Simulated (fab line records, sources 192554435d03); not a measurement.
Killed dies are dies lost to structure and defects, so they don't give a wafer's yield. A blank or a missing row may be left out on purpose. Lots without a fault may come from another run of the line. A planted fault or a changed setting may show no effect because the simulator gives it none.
Chamber matching | flow n5_finfet | N5_FIN_SAQP_STRIP_77 on rie_diel-01: 4 sister chambers
The step strips in N2/H2, time 90 s. 14 wafers are shown with their chamber, then 7 later ones without.

WAFERS WITH THEIR CHAMBER
wafer  | chamber | showerhead_plenum_p_Torr (Torr) | drypump_motor_current_A (A) | throttle_valve_pct (%)
L074.3 | 0       | 3.53                            | 5.5                         | 12.25
L074.5 | 3       | 3.36                            | 5.5                         | 12.10
L074.6 | 0       | 3.53                            | 5.5                         | 12.24
L075.1 | 3       | 3.36                            | 5.5                         | 12.09
L075.2 | 1       | 3.23                            | 5.3                         | 12.64
L075.6 | 1       | 3.23                            | 5.3                         | 12.63
L076.4 | 3       | 3.36                            | 5.5                         | 12.10
L076.5 | 0       | 3.53                            | 5.5                         | 12.25
L076.6 | 3       | 3.36                            | 5.5                         | 12.11
L084.2 | 0       | 3.52                            | 5.5                         | 12.29
L084.3 | 3       | 3.35                            | 5.5                         | 12.14
L084.5 | 3       | 3.35                            | 5.5                         | 12.15
L090.1 | 1       | 3.22                            | 5.4                         | 12.70
L090.3 | 2       | 3.37                            | 5.9                         | 12.32

SIGNATURES (means of the wafers above)
reading                  | chamber 0 | chamber 1 | chamber 2 | chamber 3 | scatter within a chamber
showerhead_plenum_p_Torr | 3.5275    | 3.2267    | 3.3700    | 3.3567    | 0.00524
drypump_motor_current_A  | 5.500     | 5.333     | 5.900     | 5.500     | 0.0258
throttle_valve_pct       | 12.2575   | 12.6567   | 12.3200   | 12.1150   | 0.027
Rule: a wafer's distance from a chamber is the root of the sum, over the readings, of the square of ((its reading less the chamber's mean) divided by the reading's scatter). The wafer belongs to the nearest chamber; if the next one is less than 2 further off, it can't be placed. The scatter: the root of (the sum of the squares of (reading less its chamber's mean) over the shown wafers, divided by (wafers less chambers)).

WAFERS WITHOUT THEIR CHAMBER
wafer  | showerhead_plenum_p_Torr (Torr) | drypump_motor_current_A (A) | throttle_valve_pct (%)
L090.4 | 3.51                            | 5.5                         | 12.31
L092.1 | 3.34                            | 5.5                         | 12.18
L092.4 | 3.22                            | 5.3                         | 12.72
L092.6 | 3.34                            | 5.5                         | 12.17
L093.1 | 3.34                            | 5.5                         | 12.18
L093.2 | 3.37                            | 5.8                         | 12.32
L093.4 | 3.22                            | 5.4                         | 12.71

WHICH CHAMBER EACH WENT THROUGH
wafer  | from the rows above | in truth
L090.4 | 0                   | 0
L092.1 | 3                   | 3
L092.4 | 1                   | 1
L092.6 | 3                   | 3
L093.1 | 3                   | 3
L093.2 | 2                   | 2
L093.4 | 1                   | 1
Placed correctly: 7 of 7. Can't be placed from these rows: 0. Placed wrongly: 0.
